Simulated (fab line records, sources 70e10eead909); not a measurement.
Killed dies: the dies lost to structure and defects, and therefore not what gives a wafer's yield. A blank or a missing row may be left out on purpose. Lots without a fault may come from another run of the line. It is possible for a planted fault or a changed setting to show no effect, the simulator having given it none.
Chamber matching    flow nand-harc    4 sister chambers for NHARC_P_M0_DESCUM_14 on rie-diel-10
The step chemistry O2, time 3 s. 4 wafers are shown with their chamber, then 7 later ones without.

## WAFERS PAIRED WITH THEIR CHAMBERS
wafer   chamber  showerhead-plenum-p-Torr (Torr)
L369.5  0        1.94
L369.6  1        1.97
L379.3  2        2.04
L379.4  3        1.90

## WAFERS MISSING THEIR CHAMBER
wafer   showerhead-plenum-p-Torr (Torr)
L379.6  1.94
L383.2  1.90
L383.3  1.96
L383.5  2.04
L384.3  1.96
L384.4  2.04
L384.5  1.96

## EACH ONE'S CHAMBER
wafer   from the rows above      in truth
L379.6  0                        0
L383.2  3                        3
L383.3  can't be placed: 1 or 0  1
L383.5  2                        2
L384.3  can't be placed: 1 or 0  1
L384.4  2                        2
L384.5  can't be placed: 1 or 0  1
Placed correctly: 4 of 7. Unplaceable from these rows: 3, with the true chamber sitting among the candidates in 3. Number placed wrongly: 0.
How it was worked out, from the rows above alone: a wafer's distance from a chamber is the root of the sum, over the readings, of the square of ((its reading less the chamber's mean) divided by the reading's scatter). If the next closest chamber is less than 2 further off than the closest, the wafer can't be placed; otherwise it belongs to the closest. The mean given for a chamber averages the wafers shown for that chamber. The scatter: with one shown wafer a chamber, the root of the mean of the squares of how far each hidden wafer lies from its nearest shown one.
